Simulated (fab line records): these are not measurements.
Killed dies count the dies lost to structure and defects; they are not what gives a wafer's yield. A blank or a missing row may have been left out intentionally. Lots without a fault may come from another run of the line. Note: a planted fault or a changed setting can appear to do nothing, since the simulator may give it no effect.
What tool caused it? :: flow n5Finfet :: Sampling: 24 lots, 72 wafers, 4 of 1938 route steps

== WHAT EACH GAUGE READ, for each wafer ==
N5_BEOL_M2_CD_MEAS_35: target cd 18 nm, target cd y 22.2 nm.
lot: L074
measured: day 8 12:56
on: cdSem-02
cdNm (nm): 17.9 18.1 18.0

lot: L075
measured: day 8 13:10
on: cdSem-02
cdNm (nm): 19.0 17.9 18.4

lot: L077
measured: day 8 15:25
on: cdSem-01
cdNm (nm): 17.8 18.7 17.4

lot: L076
measured: day 8 18:21
on: cdSem-01
cdNm (nm): 18.8 17.3 16.9

lot: L078
measured: day 9 01:07
on: cdSem-01
cdNm (nm): 18.9 18.1 18.4

lot: L079
measured: day 9 18:28
on: cdSem-01
cdNm (nm): 18.9 17.6 18.0

lot: L080
measured: day 9 18:39
on: cdSem-03
cdNm (nm): 18.1 19.1 17.7

lot: L082
measured: day 9 18:42
on: cdSem-03
cdNm (nm): 18.6 17.6 17.8

lot: L084
measured: day 9 22:34
on: cdSem-01
cdNm (nm): 18.3 18.1 18.3

lot: L081
measured: day 10 02:10
on: cdSem-01
cdNm (nm): 17.7 18.8 18.2

lot: L086
measured: day 10 04:47
on: cdSem-01
cdNm (nm): 18.4 18.5 18.6

lot: L083
measured: day 10 19:55
on: cdSem-01
cdNm (nm): 18.7 19.0 19.0

lot: L085
measured: day 11 10:17
on: cdSem-01
cdNm (nm): 17.9 17.9 17.7

lot: L087
measured: day 12 02:07
on: cdSem-01
cdNm (nm): 18.0 17.9 18.5

lot: L088
measured: day 12 07:14
on: cdSem-03
cdNm (nm): 18.3 18.4 18.1

lot: L089
measured: day 12 07:42
on: cdSem-01
cdNm (nm): 18.0 18.1 17.2

lot: L090
measured: day 12 20:08
on: cdSem-01
cdNm (nm): 18.0 18.8 17.7

lot: L091
measured: day 13 04:34
on: cdSem-03
cdNm (nm): 17.6 17.9 18.4

lot: L092
measured: day 13 01:45
on: cdSem-01
cdNm (nm): 18.3 17.9 18.1

lot: L093
measured: day 13 16:11
on: cdSem-01
cdNm (nm): 18.8 18.7 19.0

lot: L094
measured: day 13 12:35
on: cdSem-02
cdNm (nm): 18.2 18.1 18.3

lot: L096
measured: day 13 21:33
on: cdSem-02
cdNm (nm): 18.7 17.5 18.4

lot: L095
measured: day 14 05:44
on: cdSem-01
cdNm (nm): 19.2 18.1 17.2

lot: L097
measured: day 14 22:05
on: cdSem-02
cdNm (nm): 18.5 18.8 18.3

== EACH LOT AND THE TOOL THAT RAN IT (in order: tool; ch and the chambers of the sampled wafers; start) ==
lot: L074
N5_BEOL_M2_ETCH_69: rieDiel-04 ch 2,3, day 8 09:38
N5_BEOL_M2_VIA_ETCH_34: rieDiel-04 ch 0,1,3, day 8 12:31
N5_BEOL_M2_TRENCH_ETCH_37: rieDiel-04 ch 0,1,3, day 8 12:56 or earlier

lot: L075
N5_BEOL_M2_ETCH_69: rieDiel-04 ch 1,2,3, day 8 10:48
N5_BEOL_M2_VIA_ETCH_34: rieDiel-01 ch 1,2,3, day 8 12:46
N5_BEOL_M2_TRENCH_ETCH_37: rieDiel-01 ch 1,2,3, day 8 13:10 or earlier

lot: L077
N5_BEOL_M2_ETCH_69: rieDiel-03 ch 0,1,3, day 8 13:53
N5_BEOL_M2_VIA_ETCH_34: rieDiel-03 ch 0,1,2, day 8 15:01
N5_BEOL_M2_TRENCH_ETCH_37: rieDiel-03 ch 0,1,2, day 8 15:25 or earlier

lot: L076
N5_BEOL_M2_ETCH_69: rieDiel-03 ch 1,2, day 8 14:04
N5_BEOL_M2_VIA_ETCH_34: rieDiel-04 ch 2,3, day 8 17:55
N5_BEOL_M2_TRENCH_ETCH_37: rieDiel-04 ch 2,3, day 8 18:21 or earlier

lot: L078
N5_BEOL_M2_ETCH_69: rieDiel-03 ch 0,1,3, day 8 23:40
N5_BEOL_M2_VIA_ETCH_34: rieDiel-03 ch 1,2,3, day 9 00:43
N5_BEOL_M2_TRENCH_ETCH_37: rieDiel-03 ch 1,2,3, day 9 01:07 or earlier

lot: L079
N5_BEOL_M2_ETCH_69: rieDiel-03 ch 1,2,3, day 9 10:58
N5_BEOL_M2_VIA_ETCH_34: rieDiel-01 ch 0,1,2, day 9 18:05
N5_BEOL_M2_TRENCH_ETCH_37: rieDiel-01 ch 0,1,2, day 9 18:28 or earlier

lot: L080
N5_BEOL_M2_ETCH_69: rieDiel-03 ch 0,1,2, day 9 14:19
N5_BEOL_M2_VIA_ETCH_34: rieDiel-03 ch 1,3, day 9 18:14
N5_BEOL_M2_TRENCH_ETCH_37: rieDiel-03 ch 1,3, day 9 18:39 or earlier

lot: L082
N5_BEOL_M2_ETCH_69: rieDiel-04 ch 0,3, day 9 14:25
N5_BEOL_M2_VIA_ETCH_34: rieDiel-04 ch 0,3, day 9 18:17
N5_BEOL_M2_TRENCH_ETCH_37: rieDiel-04 ch 0,3, day 9 18:42 or earlier

lot: L084
N5_BEOL_M2_ETCH_69: rieDiel-03 ch 1,3, day 9 15:22
N5_BEOL_M2_VIA_ETCH_34: rieDiel-04 ch 0,3, day 9 22:10
N5_BEOL_M2_TRENCH_ETCH_37: rieDiel-04 ch 0,3, day 9 22:34 or earlier

lot: L081
N5_BEOL_M2_ETCH_69: rieDiel-01 ch 0,2, day 9 15:43
N5_BEOL_M2_VIA_ETCH_34: rieDiel-03 ch 1,2,3, day 10 01:46
N5_BEOL_M2_TRENCH_ETCH_37: rieDiel-03 ch 1,2,3, day 10 02:10 or earlier

lot: L086
N5_BEOL_M2_ETCH_69: rieDiel-01 ch 0,1,2, day 9 19:37
N5_BEOL_M2_VIA_ETCH_34: rieDiel-01 ch 0,2,3, day 10 04:22
N5_BEOL_M2_TRENCH_ETCH_37: rieDiel-01 ch 0,2,3, day 10 04:47 or earlier

lot: L083
N5_BEOL_M2_ETCH_69: rieDiel-01 ch 1,2, day 9 21:16
N5_BEOL_M2_VIA_ETCH_34: rieDiel-01 ch 0,1,3, day 10 19:31
N5_BEOL_M2_TRENCH_ETCH_37: rieDiel-01 ch 0,1,3, day 10 19:55 or earlier

lot: L085
N5_BEOL_M2_ETCH_69: rieDiel-03 ch 0,2,3, day 10 14:01
N5_BEOL_M2_VIA_ETCH_34: rieDiel-01 ch 1,2,3, day 11 09:52
N5_BEOL_M2_TRENCH_ETCH_37: rieDiel-01 ch 1,2,3, day 11 10:17 or earlier

lot: L087
N5_BEOL_M2_ETCH_69: rieDiel-01 ch 0,1,2, day 10 17:14
N5_BEOL_M2_VIA_ETCH_34: rieDiel-03 ch 1,2, day 12 01:43
N5_BEOL_M2_TRENCH_ETCH_37: rieDiel-03 ch 1,2, day 12 02:07 or earlier

lot: L088
N5_BEOL_M2_ETCH_69: rieDiel-03 ch 0,1, day 10 21:31
N5_BEOL_M2_VIA_ETCH_34: rieDiel-04 ch 1,2,3, day 12 06:49
N5_BEOL_M2_TRENCH_ETCH_37: rieDiel-04 ch 1,2,3, day 12 07:14 or earlier

lot: L089
N5_BEOL_M2_ETCH_69: rieDiel-03 ch 0,1,3, day 11 02:22
N5_BEOL_M2_VIA_ETCH_34: rieDiel-04 ch 0,1,2, day 12 07:17
N5_BEOL_M2_TRENCH_ETCH_37: rieDiel-04 ch 0,1,2, day 12 07:42 or earlier

lot: L090
N5_BEOL_M2_ETCH_69: rieDiel-04 ch 1,3, day 11 05:49
N5_BEOL_M2_VIA_ETCH_34: rieDiel-03 ch 0,1,3, day 12 19:44
N5_BEOL_M2_TRENCH_ETCH_37: rieDiel-03 ch 0,1,3, day 12 20:08 or earlier

lot: L091
N5_BEOL_M2_ETCH_69: rieDiel-01 ch 0,1, day 11 06:28
N5_BEOL_M2_VIA_ETCH_34: rieDiel-04 ch 1,3, day 13 04:10
N5_BEOL_M2_TRENCH_ETCH_37: rieDiel-04 ch 1,3, day 13 04:34 or earlier

lot: L092
N5_BEOL_M2_ETCH_69: rieDiel-03 ch 0,2, day 11 21:17
N5_BEOL_M2_VIA_ETCH_34: rieDiel-01 ch 0,1,2, day 13 01:21
N5_BEOL_M2_TRENCH_ETCH_37: rieDiel-01 ch 0,1,2, day 13 01:45 or earlier

lot: L093
N5_BEOL_M2_ETCH_69: rieDiel-04 ch 0,3, day 11 21:29
N5_BEOL_M2_VIA_ETCH_34: rieDiel-01 ch 1,2,3, day 13 15:46
N5_BEOL_M2_TRENCH_ETCH_37: rieDiel-01 ch 1,2,3, day 13 16:11 or earlier

lot: L094
N5_BEOL_M2_ETCH_69: rieDiel-04 ch 0,1,3, day 12 03:29
N5_BEOL_M2_VIA_ETCH_34: rieDiel-01 ch 0,1,2, day 13 12:11
N5_BEOL_M2_TRENCH_ETCH_37: rieDiel-01 ch 0,1,2, day 13 12:35 or earlier

lot: L096
N5_BEOL_M2_ETCH_69: rieDiel-04 ch 1,2,3, day 12 03:35
N5_BEOL_M2_VIA_ETCH_34: rieDiel-04 ch 0,2,3, day 13 21:08
N5_BEOL_M2_TRENCH_ETCH_37: rieDiel-04 ch 0,2,3, day 13 21:33 or earlier

lot: L095
N5_BEOL_M2_ETCH_69: rieDiel-01 ch 1,2,3, day 12 08:27
N5_BEOL_M2_VIA_ETCH_34: rieDiel-04 ch 1,2, day 14 05:20
N5_BEOL_M2_TRENCH_ETCH_37: rieDiel-04 ch 1,2, day 14 05:44 or earlier

lot: L097
N5_BEOL_M2_ETCH_69: rieDiel-03 ch 0,1,3, day 12 14:17
N5_BEOL_M2_VIA_ETCH_34: rieDiel-04 ch 0,1,3, day 14 21:41
N5_BEOL_M2_TRENCH_ETCH_37: rieDiel-04 ch 0,1,3, day 14 22:05 or earlier
- N5_BEOL_M2_ETCH_69: etches SiARC in CF4, target depth 15.6 nm, time 26 s.
- N5_BEOL_M2_VIA_ETCH_34: etches the open film in C4F6/O2, target depth 69.4 nm, time 65.9 s.
- N5_BEOL_M2_TRENCH_ETCH_37: etches SiOC in C4F6/O2, target depth 55.555 nm, time 29.2 s.

== WHAT THE TOOLS THEMSELVES READ (means of the sampled wafers that have a number; where no wafer has one, the mark that the record gives instead) ==
N5_BEOL_M2_ETCH_69.
lot: L074
tool: rieDiel-04
drypumpMotorCurrentA (A): 5.28
etchRfOnTimeS (s): 27.2
oesProductAu (a.u.): 0.61
rfVppV (V): 184.6
showerheadPlenumPTorr (Torr): 2.21
throttleValvePct (%): 15.87

lot: L075
tool: rieDiel-04
drypumpMotorCurrentA (A): 5.53
etchRfOnTimeS (s): 26.2
oesProductAu (a.u.): 0.69
rfVppV (V): 184.3
showerheadPlenumPTorr (Torr): 2.16
throttleValvePct (%): 15.64

lot: L077
tool: rieDiel-03
drypumpMotorCurrentA (A): 5.66
etchRfOnTimeS (s): 26.0
oesProductAu (a.u.): 0.65
rfVppV (V): 183.8
showerheadPlenumPTorr (Torr): 2.08
throttleValvePct (%): 15.63

lot: L076
tool: rieDiel-03
drypumpMotorCurrentA (A): 5.90
etchRfOnTimeS (s): 26.4
oesProductAu (a.u.): 0.64
rfVppV (V): 185.0
showerheadPlenumPTorr (Torr): 2.16
throttleValvePct (%): 15.67

lot: L078
tool: rieDiel-03
drypumpMotorCurrentA (A): 5.64
etchRfOnTimeS (s): 26.3
oesProductAu (a.u.): 0.65
rfVppV (V): 183.8
showerheadPlenumPTorr (Torr): 2.08
throttleValvePct (%): 15.64

lot: L079
tool: rieDiel-03
drypumpMotorCurrentA (A): 5.79
etchRfOnTimeS (s): 26.5
oesProductAu (a.u.): 0.66
rfVppV (V): 183.8
showerheadPlenumPTorr (Torr): 2.11
throttleValvePct (%): 15.64

lot: L080
tool: rieDiel-03
drypumpMotorCurrentA (A): 5.77
etchRfOnTimeS (s): 25.9
oesProductAu (a.u.): 0.63
rfVppV (V): 184.4
showerheadPlenumPTorr (Torr): 2.13
throttleValvePct (%): 15.67

lot: L082
tool: rieDiel-04
drypumpMotorCurrentA (A): 5.64
etchRfOnTimeS (s): 25.6
oesProductAu (a.u.): 0.73
rfVppV (V): 184.0
showerheadPlenumPTorr (Torr): 2.13
throttleValvePct (%): 15.72

lot: L084
tool: rieDiel-03
drypumpMotorCurrentA (A): 5.71
etchRfOnTimeS (s): 26.8
oesProductAu (a.u.): 0.66
rfVppV (V): 182.5
showerheadPlenumPTorr (Torr): 2.06
throttleValvePct (%): 15.62

lot: L081
tool: rieDiel-01
drypumpMotorCurrentA (A): 5.71
etchRfOnTimeS (s): 26.4
oesProductAu (a.u.): 0.67
rfVppV (V): 183.3
showerheadPlenumPTorr (Torr): 2.10
throttleValvePct (%): 15.74

lot: L086
tool: rieDiel-01
drypumpMotorCurrentA (A): 5.64
etchRfOnTimeS (s): 26.3
oesProductAu (a.u.): 0.68
rfVppV (V): 183.9
showerheadPlenumPTorr (Torr): 2.15
throttleValvePct (%): 15.75

lot: L083
tool: rieDiel-01
drypumpMotorCurrentA (A): 5.58
etchRfOnTimeS (s): 26.8
oesProductAu (a.u.): 0.67
rfVppV (V): 184.9
showerheadPlenumPTorr (Torr): 2.21
throttleValvePct (%): 15.77

lot: L085
tool: rieDiel-03
drypumpMotorCurrentA (A): 5.71
etchRfOnTimeS (s): 26.5
oesProductAu (a.u.): 0.62
rfVppV (V): 184.1
showerheadPlenumPTorr (Torr): 2.13
throttleValvePct (%): 15.66

lot: L087
tool: rieDiel-01
drypumpMotorCurrentA (A): 5.63
etchRfOnTimeS (s): 26.2
oesProductAu (a.u.): 0.67
rfVppV (V): 184.4
showerheadPlenumPTorr (Torr): 2.15
throttleValvePct (%): 15.77

lot: L088
tool: rieDiel-03
drypumpMotorCurrentA (A): 5.69
etchRfOnTimeS (s): 25.5
oesProductAu (a.u.): 0.65
rfVppV (V): 183.3
showerheadPlenumPTorr (Torr): 2.08
throttleValvePct (%): 15.70

lot: L089
tool: rieDiel-03
drypumpMotorCurrentA (A): 5.65
etchRfOnTimeS (s): 25.7
oesProductAu (a.u.): 0.65
rfVppV (V): 182.9
showerheadPlenumPTorr (Torr): 2.08
throttleValvePct (%): 15.69

lot: L090
tool: rieDiel-04
drypumpMotorCurrentA (A): 5.46
etchRfOnTimeS (s): 26.5
oesProductAu (a.u.): 0.66
rfVppV (V): 184.1
showerheadPlenumPTorr (Torr): 2.16
throttleValvePct (%): 15.74

lot: L091
tool: rieDiel-01
drypumpMotorCurrentA (A): 5.60
etchRfOnTimeS (s): 25.6
oesProductAu (a.u.): 0.70
rfVppV (V): 184.2
showerheadPlenumPTorr (Torr): 2.19
throttleValvePct (%): 15.65

lot: L092
tool: rieDiel-03
drypumpMotorCurrentA (A): 5.82
etchRfOnTimeS (s): 26.7
oesProductAu (a.u.): 0.60
rfVppV (V): 184.4
showerheadPlenumPTorr (Torr): 2.17
throttleValvePct (%): 15.72

lot: L093
tool: rieDiel-04
drypumpMotorCurrentA (A): 5.65
etchRfOnTimeS (s): 26.1
oesProductAu (a.u.): 0.70
rfVppV (V): 183.4
showerheadPlenumPTorr (Torr): 2.13
throttleValvePct (%): 15.75

lot: L094
tool: rieDiel-04
drypumpMotorCurrentA (A): 5.65
etchRfOnTimeS (s): 26.2
oesProductAu (a.u.): 0.72
rfVppV (V): 184.5
showerheadPlenumPTorr (Torr): 2.12
throttleValvePct (%): 15.63

lot: L096
tool: rieDiel-04
drypumpMotorCurrentA (A): 5.50
etchRfOnTimeS (s): 26.4
oesProductAu (a.u.): 0.73
rfVppV (V): 184.1
showerheadPlenumPTorr (Torr): 2.15
throttleValvePct (%): 15.53

lot: L095
tool: rieDiel-01
drypumpMotorCurrentA (A): 5.68
etchRfOnTimeS (s): 26.7
oesProductAu (a.u.): 0.69
rfVppV (V): 184.5
showerheadPlenumPTorr (Torr): 2.16
throttleValvePct (%): 15.66

lot: L097
tool: rieDiel-03
drypumpMotorCurrentA (A): 5.66
etchRfOnTimeS (s): 26.1
oesProductAu (a.u.): 0.63
rfVppV (V): 183.1
showerheadPlenumPTorr (Torr): 2.07
throttleValvePct (%): 15.70

N5_BEOL_M2_VIA_ETCH_34.
lot: L074
tool: rieDiel-04
drypumpMotorCurrentA (A): 5.66
oes_f_703_au (a.u.): 0.90
oesProductAu (a.u.): 0.89
rfVppV (V): 676
showerheadPlenumPTorr (Torr): 2.82
throttleValvePct (%): 30.6

lot: L075
tool: rieDiel-01
drypumpMotorCurrentA (A): 5.67
oes_f_703_au (a.u.): 0.72
oesProductAu (a.u.): 0.75
rfVppV (V): 698
showerheadPlenumPTorr (Torr): 2.87
throttleValvePct (%): 30.9

lot: L077
tool: rieDiel-03
drypumpMotorCurrentA (A): 5.76
oes_f_703_au (a.u.): 0.78
oesProductAu (a.u.): 0.74
rfVppV (V): 646
showerheadPlenumPTorr (Torr): 2.83
throttleValvePct (%): 30.9

lot: L076
tool: rieDiel-04
drypumpMotorCurrentA (A): 5.36
oes_f_703_au (a.u.): 0.69
oesProductAu (a.u.): 0.70
rfVppV (V): 680
showerheadPlenumPTorr (Torr): 2.92
throttleValvePct (%): 30.7

lot: L078
tool: rieDiel-03
drypumpMotorCurrentA (A): 5.81
oes_f_703_au (a.u.): 0.79
oesProductAu (a.u.): 0.77
rfVppV (V): 650
showerheadPlenumPTorr (Torr): 2.81
throttleValvePct (%): 30.9

lot: L079
tool: rieDiel-01
drypumpMotorCurrentA (A): 5.64
oes_f_703_au (a.u.): 0.77
oesProductAu (a.u.): 0.79
rfVppV (V): 678
showerheadPlenumPTorr (Torr): 2.86
throttleValvePct (%): 31.0

lot: L080
tool: rieDiel-03
drypumpMotorCurrentA (A): 5.70
oes_f_703_au (a.u.): 0.79
oesProductAu (a.u.): 0.76
rfVppV (V): 645
showerheadPlenumPTorr (Torr): 2.74
throttleValvePct (%): 30.9

lot: L082
tool: rieDiel-04
drypumpMotorCurrentA (A): 5.44
oes_f_703_au (a.u.): 0.78
oesProductAu (a.u.): 0.79
rfVppV (V): 678
showerheadPlenumPTorr (Torr): 2.86
throttleValvePct (%): 30.8

lot: L084
tool: rieDiel-04
drypumpMotorCurrentA (A): 5.45
oes_f_703_au (a.u.): 0.77
oesProductAu (a.u.): 0.79
rfVppV (V): 677
showerheadPlenumPTorr (Torr): 2.86
throttleValvePct (%): 30.8

lot: L081
tool: rieDiel-03
drypumpMotorCurrentA (A): 5.80
oes_f_703_au (a.u.): 0.78
oesProductAu (a.u.): 0.75
rfVppV (V): 649
showerheadPlenumPTorr (Torr): 2.81
throttleValvePct (%): 30.9

lot: L086
tool: rieDiel-01
drypumpMotorCurrentA (A): 5.74
oes_f_703_au (a.u.): 0.81
oesProductAu (a.u.): 0.84
rfVppV (V): 671
showerheadPlenumPTorr (Torr): 2.79
throttleValvePct (%): 30.7

lot: L083
tool: rieDiel-01
drypumpMotorCurrentA (A): 5.71
oes_f_703_au (a.u.): 0.84
oesProductAu (a.u.): 0.86
rfVppV (V): 676
showerheadPlenumPTorr (Torr): 2.84
throttleValvePct (%): 30.6

lot: L085
tool: rieDiel-01
drypumpMotorCurrentA (A): 5.69
oes_f_703_au (a.u.): 0.79
oesProductAu (a.u.): 0.82
rfVppV (V): 699
showerheadPlenumPTorr (Torr): 2.86
throttleValvePct (%): 30.8

lot: L087
tool: rieDiel-03
drypumpMotorCurrentA (A): 5.84
oes_f_703_au (a.u.): 0.78
oesProductAu (a.u.): 0.74
rfVppV (V): 644
showerheadPlenumPTorr (Torr): 2.80
throttleValvePct (%): 31.1

lot: L088
tool: rieDiel-04
drypumpMotorCurrentA (A): 5.52
oes_f_703_au (a.u.): 0.86
oesProductAu (a.u.): 0.86
rfVppV (V): 679
showerheadPlenumPTorr (Torr): 2.85
throttleValvePct (%): 30.5

lot: L089
tool: rieDiel-04
drypumpMotorCurrentA (A): 5.74
oes_f_703_au (a.u.): 0.92
oesProductAu (a.u.): 0.91
rfVppV (V): 674
showerheadPlenumPTorr (Torr): 2.81
throttleValvePct (%): 30.5

lot: L090
tool: rieDiel-03
drypumpMotorCurrentA (A): 5.66
oes_f_703_au (a.u.): 0.76
oesProductAu (a.u.): 0.74
rfVppV (V): 640
showerheadPlenumPTorr (Torr): 2.75
throttleValvePct (%): 30.9

lot: L091
tool: rieDiel-04
drypumpMotorCurrentA (A): 5.48
oes_f_703_au (a.u.): 0.77
oesProductAu (a.u.): 0.76
rfVppV (V): 679
showerheadPlenumPTorr (Torr): 2.84
throttleValvePct (%): 30.6

lot: L092
tool: rieDiel-01
drypumpMotorCurrentA (A): 5.64
oes_f_703_au (a.u.): 0.75
oesProductAu (a.u.): 0.78
rfVppV (V): 677
showerheadPlenumPTorr (Torr): 2.85
throttleValvePct (%): 31.0

lot: L093
tool: rieDiel-01
drypumpMotorCurrentA (A): 5.71
oes_f_703_au (a.u.): 0.76
oesProductAu (a.u.): 0.80
rfVppV (V): 697
showerheadPlenumPTorr (Torr): 2.85
throttleValvePct (%): 30.8

lot: L094
tool: rieDiel-01
drypumpMotorCurrentA (A): 5.65
oes_f_703_au (a.u.): 0.74
oesProductAu (a.u.): 0.77
rfVppV (V): 678
showerheadPlenumPTorr (Torr): 2.85
throttleValvePct (%): 31.0

lot: L096
tool: rieDiel-04
drypumpMotorCurrentA (A): 5.52
oes_f_703_au (a.u.): 0.82
oesProductAu (a.u.): 0.83
rfVppV (V): 677
showerheadPlenumPTorr (Torr): 2.85
throttleValvePct (%): 30.7

lot: L095
tool: rieDiel-04
drypumpMotorCurrentA (A): 5.60
oes_f_703_au (a.u.): 0.90
oesProductAu (a.u.): 0.90
rfVppV (V): 678
showerheadPlenumPTorr (Torr): 2.85
throttleValvePct (%): 30.4

lot: L097
tool: rieDiel-04
drypumpMotorCurrentA (A): 5.65
oes_f_703_au (a.u.): 0.82
oesProductAu (a.u.): 0.81
rfVppV (V): 675
showerheadPlenumPTorr (Torr): 2.80
throttleValvePct (%): 30.6

N5_BEOL_M2_TRENCH_ETCH_37.
lot: L074
tool: rieDiel-04
drypumpMotorCurrentA (A): 5.66
oes_f_703_au (a.u.): 0.90
oesProductAu (a.u.): 0.89
rfVppV (V): 676
showerheadPlenumPTorr (Torr): 2.82
throttleValvePct (%): 20.77

lot: L075
tool: rieDiel-01
drypumpMotorCurrentA (A): 5.68
oes_f_703_au (a.u.): 0.72
oesProductAu (a.u.): 0.75
rfVppV (V): 699
showerheadPlenumPTorr (Torr): 2.88
throttleValvePct (%): 20.97

lot: L077
tool: rieDiel-03
drypumpMotorCurrentA (A): 5.77
oes_f_703_au (a.u.): 0.78
oesProductAu (a.u.): 0.74
rfVppV (V): 646
showerheadPlenumPTorr (Torr): 2.84
throttleValvePct (%): 20.92

lot: L076
tool: rieDiel-04
drypumpMotorCurrentA (A): 5.34
oes_f_703_au (a.u.): 0.68
oesProductAu (a.u.): 0.70
rfVppV (V): 681
showerheadPlenumPTorr (Torr): 2.92
throttleValvePct (%): 20.96

lot: L078
tool: rieDiel-03
drypumpMotorCurrentA (A): 5.81
oes_f_703_au (a.u.): 0.78
oesProductAu (a.u.): 0.76
rfVppV (V): 649
showerheadPlenumPTorr (Torr): 2.81
throttleValvePct (%): 20.93

lot: L079
tool: rieDiel-01
drypumpMotorCurrentA (A): 5.64
oes_f_703_au (a.u.): 0.77
oesProductAu (a.u.): 0.80
rfVppV (V): 678
showerheadPlenumPTorr (Torr): 2.86
throttleValvePct (%): 21.04

lot: L080
tool: rieDiel-03
drypumpMotorCurrentA (A): 5.70
oes_f_703_au (a.u.): 0.80
oesProductAu (a.u.): 0.77
rfVppV (V): 644
showerheadPlenumPTorr (Torr): 2.75
throttleValvePct (%): 20.91

lot: L082
tool: rieDiel-04
drypumpMotorCurrentA (A): 5.46
oes_f_703_au (a.u.): 0.78
oesProductAu (a.u.): 0.79
rfVppV (V): 678
showerheadPlenumPTorr (Torr): 2.87
throttleValvePct (%): 20.99

lot: L084
tool: rieDiel-04
drypumpMotorCurrentA (A): 5.45
oes_f_703_au (a.u.): 0.77
oesProductAu (a.u.): 0.79
rfVppV (V): 678
showerheadPlenumPTorr (Torr): 2.87
throttleValvePct (%): 21.00

lot: L081
tool: rieDiel-03
drypumpMotorCurrentA (A): 5.80
oes_f_703_au (a.u.): 0.78
oesProductAu (a.u.): 0.76
rfVppV (V): 649
showerheadPlenumPTorr (Torr): 2.81
throttleValvePct (%): 20.93

lot: L086
tool: rieDiel-01
drypumpMotorCurrentA (A): 5.75
oes_f_703_au (a.u.): 0.81
oesProductAu (a.u.): 0.83
rfVppV (V): 670
showerheadPlenumPTorr (Torr): 2.80
throttleValvePct (%): 20.84

lot: L083
tool: rieDiel-01
drypumpMotorCurrentA (A): 5.73
oes_f_703_au (a.u.): 0.83
oesProductAu (a.u.): 0.86
rfVppV (V): 677
showerheadPlenumPTorr (Torr): 2.84
throttleValvePct (%): 20.72

lot: L085
tool: rieDiel-01
drypumpMotorCurrentA (A): 5.69
oes_f_703_au (a.u.): 0.78
oesProductAu (a.u.): 0.82
rfVppV (V): 698
showerheadPlenumPTorr (Torr): 2.87
throttleValvePct (%): 20.90

lot: L087
tool: rieDiel-03
drypumpMotorCurrentA (A): 5.84
oes_f_703_au (a.u.): 0.78
oesProductAu (a.u.): 0.75
rfVppV (V): 643
showerheadPlenumPTorr (Torr): 2.80
throttleValvePct (%): 21.04

lot: L088
tool: rieDiel-04
drypumpMotorCurrentA (A): 5.51
oes_f_703_au (a.u.): 0.86
oesProductAu (a.u.): 0.86
rfVppV (V): 679
showerheadPlenumPTorr (Torr): 2.85
throttleValvePct (%): 20.72

lot: L089
tool: rieDiel-04
drypumpMotorCurrentA (A): 5.74
oes_f_703_au (a.u.): 0.92
oesProductAu (a.u.): 0.92
rfVppV (V): 675
showerheadPlenumPTorr (Torr): 2.81
throttleValvePct (%): 20.67

lot: L090
tool: rieDiel-03
drypumpMotorCurrentA (A): 5.66
oes_f_703_au (a.u.): 0.76
oesProductAu (a.u.): 0.74
rfVppV (V): 640
showerheadPlenumPTorr (Torr): 2.76
throttleValvePct (%): 20.98

lot: L091
tool: rieDiel-04
drypumpMotorCurrentA (A): 5.44
oes_f_703_au (a.u.): 0.77
oesProductAu (a.u.): 0.77
rfVppV (V): 680
showerheadPlenumPTorr (Torr): 2.85
throttleValvePct (%): 20.88

lot: L092
tool: rieDiel-01
drypumpMotorCurrentA (A): 5.63
oes_f_703_au (a.u.): 0.74
oesProductAu (a.u.): 0.78
rfVppV (V): 677
showerheadPlenumPTorr (Torr): 2.85
throttleValvePct (%): 21.05

lot: L093
tool: rieDiel-01
drypumpMotorCurrentA (A): 5.70
oes_f_703_au (a.u.): 0.76
oesProductAu (a.u.): 0.80
rfVppV (V): 699
showerheadPlenumPTorr (Torr): 2.86
throttleValvePct (%): 20.92

lot: L094
tool: rieDiel-01
drypumpMotorCurrentA (A): 5.63
oes_f_703_au (a.u.): 0.74
oesProductAu (a.u.): 0.77
rfVppV (V): 677
showerheadPlenumPTorr (Torr): 2.85
throttleValvePct (%): 21.08

lot: L096
tool: rieDiel-04
drypumpMotorCurrentA (A): 5.50
oes_f_703_au (a.u.): 0.82
oesProductAu (a.u.): 0.83
rfVppV (V): 677
showerheadPlenumPTorr (Torr): 2.86
throttleValvePct (%): 20.89

lot: L095
tool: rieDiel-04
drypumpMotorCurrentA (A): 5.56
oes_f_703_au (a.u.): 0.90
oesProductAu (a.u.): 0.90
rfVppV (V): 678
showerheadPlenumPTorr (Torr): 2.85
throttleValvePct (%): 20.61

lot: L097
tool: rieDiel-04
drypumpMotorCurrentA (A): 5.68
oes_f_703_au (a.u.): 0.82
oesProductAu (a.u.): 0.81
rfVppV (V): 675
showerheadPlenumPTorr (Torr): 2.80
throttleValvePct (%): 20.83

== THE ANSWER, worked out from the rows above alone ==
Rule: the lots themselves supply what counts as usual. The widest of any qualifying gaps counts: lots, ordered by their means at a reading, are off when they make up no more than a third of the lots, leave a main group of 4 or more, and stand apart from it by 3 or more times the standard deviation of that group's means. If all means in a main group match to the digits the tables above print for the reading, that group is not used. Also off: a lot with no number at a reading for which 4 or more lots have one. Any other lot the step has rows for is counted as sound. Order of review: gauges by route order, followed by the tools' own readings, for which a lot's mean as printed above is used. At the first step where some lot is off, the reading lying furthest off is the one used; lots without a number count as furthest.
No lot is off on any of the readings shown, so nothing can be concluded from this.

== WHAT THE SIMULATOR PUT IN ==
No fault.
